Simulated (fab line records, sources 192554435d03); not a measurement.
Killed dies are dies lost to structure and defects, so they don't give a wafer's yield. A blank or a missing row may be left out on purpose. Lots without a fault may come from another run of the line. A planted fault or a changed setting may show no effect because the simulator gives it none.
fab line records | flow n5_finfet
record lots=7 wafers=18 last_day=19
route steps=1938 shown STI_FIN_REVEAL@184
lots that met no fault: from a run of the same line without faults
start_h: hours from the record's first day to the start of the lot's first wafer shown | wait_h: hours since the lot's step before | " the same as in the row above | L1.1+2: a row that stands for several wafers | - no value, or no start given | * or withheld: withheld | < > ~ a bound
route shown NAME@n: a module of which the file shows steps, and the number in the route of the first | usual: mean/standard deviation of fault-free wafers | same: alike in all rows | chamber/n: place in a boat | sites: the reading at each site | _std_site: their standard deviation | _edge_site: outer sites' mean less inner sites' | radius_mm: how far each site lies from the wafer's centre | mask NAME#n: copy n | behind: the tool/chamber that last shaped the wafer | hold: why the lot was held/for how many hours/how that ended | device: the transistor (n, p or np) that didn't switch | end of line: the same wafers' tests at the end of the route | a step without rows: its recipe alone | killed: dies lost to structure and defects at the first sort, not the wafer's yield | map: a wafer's dies, x killed, . not, _ none there
set.NAME: the setting as run; set.NAME@STEP: as run at that earlier step | model.NAME: the simulator's own value behind a step, which no gauge read
lots at some steps of the route; a table a step, a row a wafer
services: from which hour (start_h, from the record's first day; less than 0 if before it) a tool's chamber was out of use, for how many hours, and why
## steps
# step N5_STI_FIN_REVEAL_ALD_14
# recipe material=Si3N4 target_thk_a=30 temp_c=400 ald_precursor_family=SiH2I2 ald_co_reactant=N2/H2-plasma pressure_torr=2
# usual heater_power_w=854/41
# columns lot.wafer tool chamber start_h wait_h heater_power_w
L521.3 ald_sin-01 0 63.18 0.0 883
L521.4 " 1 " " 825
L521.5 " 2 " " 843
L522.1 ald_sin-03 3 69.65 0.0 777
L522.3 " 0 " " 774
L522.4 " 2 " " 858
L525.3 ald_sin-03 1 89.15 0.0 884
L525.6 " 0 " " 776
L526.3 ald_sin-01 2 94.95 0.0 811
L526.6 " 0 " " 864
L530.3 ald_sin-02 0 117.64 0.0 831
L530.4 " 3 " " 859
L534.1 ald_sin-02 0 143.90 0.0 821
L534.2 " 3 " " 864
L534.4 " 2 " " 914
L536.1 ald_sin-03 1 161.91 0.0 883
L536.4 " 2 " " 877
L536.5 " 2 " " 866
# step N5_STI_FIN_REVEAL_FCVD_FILL_01
# recipe material=SiO2_flowable target_thk_a=3120 temp_c=100 pressure_torr=0.8 rf_w=2000 time_s=512.2
# step N5_STI_FIN_REVEAL_DENSIFY_02
# recipe temp_c=650 ambient=steam time_s=1800 idle_temp_c=400 densification_p_h2o_torr=640
# step N5_STI_FIN_REVEAL_CMP_04
# recipe stop_on=Si3N4 t_overpolish_s=4 down_force_psi=2 platen_rpm=54.18 post_cmp_clean=alkaline_brush pad_velocity_m_s=1.078 target_thk_nm=131.83
# usual motor_current_A=7.8/1.1 overpolish_run_s=3.999/0.0097 time_to_endpoint_s=104/4.7
# columns lot.wafer tool chamber start_h wait_h motor_current_A overpolish_run_s time_to_endpoint_s
L521.3 cmp-02 3 68.25 0.1 9.2 3.988 96
L521.4 " 0 " " 9.0 3.999 105
L521.5 " 3 " " 9.1 4.006 100
L522.1 cmp-04 1 74.73 0.1 8.2 3.996 99
L522.3 " 2 " " 8.1 4.016 100
L522.4 " 3 " " 6.3 3.986 102
L525.3 cmp-02 2 94.20 0.0 8.4 3.993 107
L525.6 " 2 " " 8.0 4.002 104
L526.3 cmp-03 1 100.12 0.2 6.2 3.995 107
L526.6 " 3 " " 9.3 4.003 109
L530.4 cmp-02 3 122.68 0.0 9.5 3.993 96
L530.3 " 0 " " 8.6 4.006 99
L534.2 cmp-03 3 148.94 0.0 9.1 4.014 110
L534.1 " 0 " " 7.2 4.013 103
L534.4 " 2 " " 7.4 3.996 104
L536.1 cmp-04 2 166.95 0.0 8.5 3.997 105
L536.4 " 3 " " 6.6 4.008 106
L536.5 " 3 " " 5.8 4.006 105
# step N5_STI_FIN_REVEAL_THK_MEAS_05
# usual thk_nm=132.1/0.98
# columns lot.wafer tool chamber start_h wait_h thk_nm
L521.3 film_metro-01 - 68.51 - 131.9
L521.4 " - " " 133.0
L521.5 " - " " 130.9
L522.1 film_metro-01 - 74.98 - 131.9
L522.3 " - " " 132.3
L522.4 " - " " 131.7
L525.3 film_metro-02 - 94.49 - 133.0
L525.6 " - " " 130.8
L526.3 film_metro-02 - 100.30 - 132.6
L526.6 " - " " 131.8
L530.3 film_metro-01 - 122.98 - 133.8
L530.4 " - " " 131.7
L534.1 film_metro-01 - 149.23 - 132.7
L534.2 " - " " 132.8
L534.4 " - " " 131.6
L536.1 film_metro-02 - 167.25 - 131.8
L536.4 " - " " 132.7
L536.5 " - " " 132.7
# step N5_STI_FIN_REVEAL_DENSIFY_30
# recipe temp_c=* time_s=* ambient=N2 idle_temp_c=600 ramp_up_c_per_s=150 ramp_down_c_per_s=60 cool_to_c=600
# step N5_STI_FIN_REVEAL_ETCHBACK_08
# recipe chemistry=C4F6/O2 target=SiO2 target_depth_a=305 time_s=10.167 ion_energy_ev=250 pressure_mtorr=30 source_w=345 bias_w=185 Ar_flow_sccm=300 C4F6_flow_sccm=10 O2_flow_sccm=10
# usual O2_flow_sccm=9.998/0.03 chamber_pressure_mTorr=30.00/0.035 drypump_motor_current_A=5.8/0.4 oes_o_777_au=0.75/0.07 oes_product_au=0.75/0.081 rf_vpp_V=663/14 showerhead_plenum_p_Torr=2.84/0.1 throttle_valve_pct=21.20/0.23
# columns lot.wafer tool chamber start_h wait_h O2_flow_sccm chamber_pressure_mTorr drypump_motor_current_A oes_o_777_au oes_product_au rf_hours_counter_h rf_vpp_V showerhead_plenum_p_Torr throttle_valve_pct
L521.3 rie_diel-03 0 68.75 0.1 9.967 30.00 6.2 0.72 0.73 151 674 2.96 21.29
L521.4 " 2 " " 9.964 29.96 5.2 0.72 0.71 - 664 2.85 21.51
L521.5 " 1 " " 9.979 29.99 6.1 0.69 0.70 - 660 2.82 20.94
L522.1 rie_diel-01 0 75.35 0.3 9.979 30.04 5.2 0.82 0.84 57 677 2.99 21.02
L522.3 " 2 " " 9.967 29.97 5.5 0.91 0.94 13 682 2.90 20.91
L522.4 " 2 " " 9.955 29.98 5.5 0.91 0.95 - 682 2.89 20.89
L525.3 rie_diel-03 2 94.85 0.2 9.996 30.01 5.2 0.71 0.70 212 663 2.84 21.53
L525.6 " 2 " " 10.065 30.01 5.2 0.71 0.71 - 662 2.85 21.53
L526.3 rie_diel-03 1 100.91 0.3 10.048 30.04 6.1 0.69 0.69 245 660 2.81 20.96
L526.6 " 0 " " 9.987 30.02 6.2 0.71 0.71 - 672 2.95 21.29
L530.3 rie_diel-01 2 123.23 0.1 9.987 29.98 5.5 0.89 0.92 20 682 2.89 20.89
L530.4 " 1 " " 9.943 29.95 6.1 0.91 0.94 16 683 2.92 20.96
L534.1 rie_diel-03 1 150.37 1.0 9.965 30.03 6.1 0.68 0.68 268 659 2.80 20.99
L534.2 " 0 " " 10.027 30.04 6.2 0.70 0.71 189 674 2.94 21.35
L534.4 " 2 " " 10.022 29.97 5.2 0.69 0.68 - 662 2.83 21.55
L536.1 rie_diel-01 3 168.84 0.2 10.031 30.05 5.7 0.91 0.93 7 655 3.04 21.47
L536.4 " 0 " " 9.992 30.02 5.1 0.78 0.79 98 675 2.97 21.10
L536.5 " 3 " " 9.994 30.02 5.7 0.91 0.94 - 656 3.04 21.48
# step N5_STI_FIN_REVEAL_STRIP_24
# recipe chemistry=N2/H2 time_s=90 power_w=100 temp_c=40 pressure_mtorr=100 rf_frequency_hz=6e+07 bias_power_w=3 n2_flow_sccm=300 h2_flow_sccm=300
# usual chamber_pressure_mTorr=99.99/0.087 drypump_motor_current_A=5.8/0.4 oes_product_au=0.75/0.08 rf_vpp_V=45.2/0.84 showerhead_plenum_p_Torr=3.37/0.12 throttle_valve_pct=12.26/0.18
# columns lot.wafer tool chamber start_h wait_h chamber_pressure_mTorr drypump_motor_current_A oes_product_au rf_hours_counter_h rf_vpp_V showerhead_plenum_p_Torr throttle_valve_pct
L521.3 rie_diel-03 0 68.79 0.0 99.96 6.2 0.74 151 47.0 3.51 12.34
L521.4 " 2 " " 100.13 5.2 0.73 - 45.1 3.34 12.36
L521.5 " 1 " " 100.00 6.1 0.70 - 44.9 3.36 12.22
L522.1 rie_diel-01 0 75.39 0.0 100.01 5.2 0.84 57 47.1 3.56 11.96
L522.3 " 2 " " 100.01 5.5 0.93 14 45.6 3.46 11.87
L522.4 " 2 " " 99.88 5.5 0.94 - 45.5 3.46 11.87
L525.3 rie_diel-03 2 94.88 0.0 100.04 5.2 0.71 212 46.2 3.33 12.41
L525.6 " 2 " " 99.87 5.2 0.71 - 46.5 3.33 12.39
L526.3 rie_diel-03 1 100.95 0.0 100.03 6.1 0.70 245 46.3 3.35 12.25
L526.6 " 0 " " 99.92 6.2 0.72 - 44.4 3.50 12.37
L530.3 rie_diel-01 2 123.27 0.0 99.86 5.6 0.93 20 45.5 3.45 11.89
L530.4 " 1 " " 100.08 6.1 0.95 16 46.7 3.45 11.90
L534.1 rie_diel-03 1 150.41 0.0 100.01 6.1 0.68 268 45.5 3.34 12.31
L534.2 " 0 " " 99.70 6.2 0.71 189 46.5 3.49 12.42
L534.4 " 2 " " 99.96 5.2 0.70 - 46.2 3.32 12.46
L536.1 rie_diel-01 3 168.87 0.0 99.94 5.7 0.94 7 45.1 3.60 12.25
L536.4 " 0 " " 100.04 5.1 0.81 98 45.4 3.53 12.07
L536.5 " 3 " " 100.07 5.7 0.95 - 46.1 3.60 12.25
# step N5_STI_FIN_REVEAL_PRECLEAN_25
# recipe chemistry=SPM time_s=90 temp_c=120 mix=4:1
# step N5_STI_FIN_REVEAL_PRECLEAN_26
# recipe chemistry=SC1 time_s=45 temp_c=46 mix=1:2:100
# step N5_STI_FIN_REVEAL_PRECLEAN_29
# recipe chemistry=DHF time_s=30 temp_c=25 dilution=300:1
# step N5_STI_FIN_REVEAL_SRD_12
# recipe time_s=30 temp_c=23 rinse_liquid=diw dry=ipa_marangoni
# step N5_STI_FIN_REVEAL_RECESS_09
# recipe chemistry=HF/NH3 target=SiO2 afs_cycles=11 target_depth_a=425 temp_c=30 sublimation_temp_c=180 sublimation_time_s=60
# usual drypump_motor_current_A=5.3/0.42
# columns lot.wafer tool chamber start_h wait_h drypump_motor_current_A
L521.3 vapor_etch-01 1 69.54 0.6 5.4
L521.4 " 0 " " 5.9
L521.5 " 1 " " 5.4
L522.1 vapor_etch-02 0 75.60 0.0 4.8
L522.3 " 0 " " 4.7
L522.4 " 1 " " 5.1
L525.3 vapor_etch-01 0 95.63 0.6 5.9
L525.6 " 1 " " 5.4
L526.3 vapor_etch-01 1 101.69 0.6 5.4
L526.6 " 1 " " 5.4
L530.3 vapor_etch-01 0 124.03 0.6 5.9
L530.4 " 1 " " 5.4
L534.1 vapor_etch-02 0 150.62 0.0 4.7
L534.2 " 1 " " 5.1
L534.4 " 1 " " 5.1
L536.1 vapor_etch-02 1 169.09 0.0 5.1
L536.4 " 1 " " 5.1
L536.5 " 0 " " 4.7
# step N5_STI_FIN_REVEAL_STRIP_16
# recipe chemistry=H3PO4 material=SiNx temp_c=165 target_depth_a=238 overetch_fraction=0.4964 dry=ipa_marangoni
# step N5_STI_FIN_REVEAL_PRECLEAN_17
# recipe chemistry=NF3:NH3 afs_cycles=1 temp_c=30 time_s=20 sublimation_temp_c=180 sublimation_time_s=60 pressure_torr=3 rf_power_w=30
# step N5_STI_FIN_REVEAL_ETCH_34
# recipe chemistry=H2 mode=isotropic material=Si target=Si target_depth_a=9.7 temp_c=20 pressure_mtorr=4.5 icp_w=300 bias_w=0 h2_flow_sccm=7.5 he_flow_sccm=142.5
# step N5_STI_FIN_REVEAL_OXIDATION_31
# recipe chemistry=O2_PLASMA_REMOTE temp_c=150 time_s=20 pressure_mtorr=1000 source_power_w=2000 o2_flow_sccm=3000
# step N5_STI_FIN_REVEAL_PRECLEAN_32
# recipe chemistry=NF3:NH3 afs_cycles=1 temp_c=30 time_s=20 sublimation_temp_c=180 sublimation_time_s=60 pressure_torr=3 rf_power_w=30
# step N5_STI_FIN_REVEAL_STRIP_35
# recipe chemistry=H3PO4 material=Si3N4 temp_c=165 target_depth_a=40 time_s=39
# step N5_STI_FIN_REVEAL_SRD_21
# recipe dry=ipa_marangoni time_s=30 temp_c=23 rinse_liquid=diw
# step N5_STI_FIN_REVEAL_OXIDATION_33
# recipe chemistry=O2_PLASMA_REMOTE temp_c=150 time_s=20 pressure_mtorr=1000 source_power_w=2000 o2_flow_sccm=3000
# usual chamber_pressure_mTorr=1000.1/0.89 drypump_motor_current_A=5.8/0.43 heater_power_w=152/13
# columns lot.wafer tool chamber start_h wait_h chamber_pressure_mTorr drypump_motor_current_A heater_power_w rf_hours_counter_h
L521.3 plasma_asher-02 0 71.59 0.0 999.5 6.4 167 -
L521.4 " 1 " " 1000.5 5.7 157 -
L521.5 " 1 " " 998.8 5.7 156 -
L522.1 plasma_asher-01 1 78.11 0.0 1000.6 5.3 130 37
L522.3 " 1 " " 1001.1 5.3 132 -
L522.4 " 0 " " 999.8 5.5 159 -
L525.3 plasma_asher-01 0 97.71 0.0 1000.1 5.5 161 -
L525.6 " 1 " " 998.8 5.3 131 -
L526.3 plasma_asher-02 1 103.70 0.0 999.3 5.7 158 -
L526.6 " 1 " " 999.8 5.7 160 -
L530.3 plasma_asher-01 0 126.03 0.0 1000.1 5.5 158 -
L530.4 " 1 " " 1000.9 5.3 130 -
L534.1 plasma_asher-02 1 153.12 0.0 998.6 5.7 156 102
L534.2 " 0 " " 999.2 6.4 163 102
L534.4 " 1 " " 1000.9 5.7 153 -
L536.1 plasma_asher-01 1 171.77 0.0 1000.1 5.3 129 55
L536.4 " 0 " " 999.6 5.5 158 -
L536.5 " 1 " " 998.8 5.3 128 -
# step N5_STI_FIN_REVEAL_CLEAN_19
# recipe chemistry=O3/DIW temp_c=25 time_s=120 o3_ppm=10
# step N5_STI_FIN_REVEAL_SRD_23
# recipe dry=ipa_marangoni time_s=30 temp_c=23 rinse_liquid=diw
# step N5_STI_FIN_REVEAL_CD_MEAS_22
# recipe target_cd_nm=6.238 pitch_nm=28 polarity=line
# usual cd_nm=6.31/0.28
# columns lot.wafer tool chamber start_h wait_h cd_nm
L521.3 cd_sem-01 - 71.75 0.0 6.15
L521.4 " - " " 5.84
L521.5 " - " " 6.22
L522.1 cd_sem-03 - 78.27 0.0 6.02
L522.3 " - " " 6.11
L522.4 " - " " 6.22
L525.3 cd_sem-03 - 97.86 0.0 6.52
L525.6 " - " " 6.25
L526.3 cd_sem-01 - 103.84 0.0 6.20
L526.6 " - " " 5.95
L530.3 cd_sem-03 - 126.18 0.0 6.06
L530.4 " - " " 6.16
L534.1 cd_sem-01 - 153.29 0.0 6.19
L534.2 " - " " 6.53
L534.4 " - " " 5.84
L536.1 cd_sem-02 - 171.93 0.0 6.39
L536.4 " - " " 5.65
L536.5 " - " " 6.36
# step N5_STI_FIN_REVEAL_FIN_H_MEAS_10
# usual trench_depth_nm=51.6/0.83
# columns lot.wafer tool chamber start_h wait_h trench_depth_nm
L521.3 ocd-01 - 71.78 0.0 52.4
L521.4 " - " " 52.6
L521.5 " - " " 51.5
L522.1 ocd-02 - 78.30 0.0 52.0
L522.3 " - " " 52.4
L522.4 " - " " 52.9
L525.3 ocd-01 - 97.89 0.0 56.2
L525.6 " - " " 52.2
L526.3 ocd-01 - 103.87 0.0 55.3
L526.6 " - " " 51.1
L530.3 ocd-02 - 126.21 0.0 55.9
L530.4 " - " " 56.4
L534.1 ocd-02 - 153.32 0.0 50.5
L534.2 " - " " 51.5
L534.4 " - " " 51.2
L536.1 ocd-01 - 171.97 0.0 51.0
L536.4 " - " " 51.5
L536.5 " - " " 51.8
# step N5_STI_FIN_REVEAL_PRECLEAN_18
# recipe chemistry=SC2 time_s=45 temp_c=35 mix=1:1:50
## services
# columns tool chamber start_h hours kind
cmp-02 - 41.98 0.8 repair
cmp-04 - 43.89 1.4 repair
cmp-02 - 52.52 0.4 repair
ald_sin-01 2 52.64 6.3 repair
rie_diel-01 1 59.08 2.7 repair
rie_diel-03 3 60.64 132.0 repair
rie_diel-01 1 67.45 - clean
rie_diel-01 1 67.45 - consumable_replace:focus_ring
vapor_etch-02 - 70.93 2.8 pm
cmp-02 - 73.72 6.8 pm
ald_sin-01 1 74.19 12.5 repair
rie_diel-01 2 79.65 27.8 repair
cmp-04 - 79.88 2.4 repair
cmp-03 - 82.32 1.6 repair
plasma_asher-01 - 82.60 2.8 pm
ald_sin-02 1 102.28 21.5 repair
plasma_asher-01 - 112.36 0.9 repair
ald_sin-03 1 116.87 3.1 repair
ald_sin-03 2 117.68 11.0 repair
ald_sin-02 0 138.03 2.0 repair
plasma_asher-02 - 140.60 4.3 pm
cmp-02 - 154.34 1.1 repair
cmp-02 - 163.53 4.0 pm
cmp-03 - 167.46 0.8 repair
## key
first_sign step=N5_STI_FIN_REVEAL_FIN_H_MEAS_10 reading=trench_depth_nm direction=up sigmas=5.2 usual=51.6 struck=55.9
effect none on later readings
met_at N5_STI_FIN_REVEAL_RECESS_09
struck_wafers L525.3,L526.3,L530.3,L530.4
tester_left_out L525,L526,L530
baseline_loss step=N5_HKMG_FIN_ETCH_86 wafers=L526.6
onset_between 69.54 95.63
fault kind=process_parameter_drift tool=vapor_etch-01 chamber=- onset_h=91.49 steps=N5_STI_FIN_REVEAL_RECESS_09 channel=target_depth_a offset=42.125 shape=step end_h=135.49 scope=struck_wafers_only acts_in=these_recipes_only stated=425
# tester_left_out: of these lots the tester's yield and bins aren't shown, on N5 and GAA mostly nor the transistor test; their killed dies are dies lost to structure and defects alone, not to doping, threshold or leakage, so they don't give the yield
# baseline_loss: these wafers lose ten dies or more at that step, a loss of the line's own and not of a fault; the sort's usual values leave them out
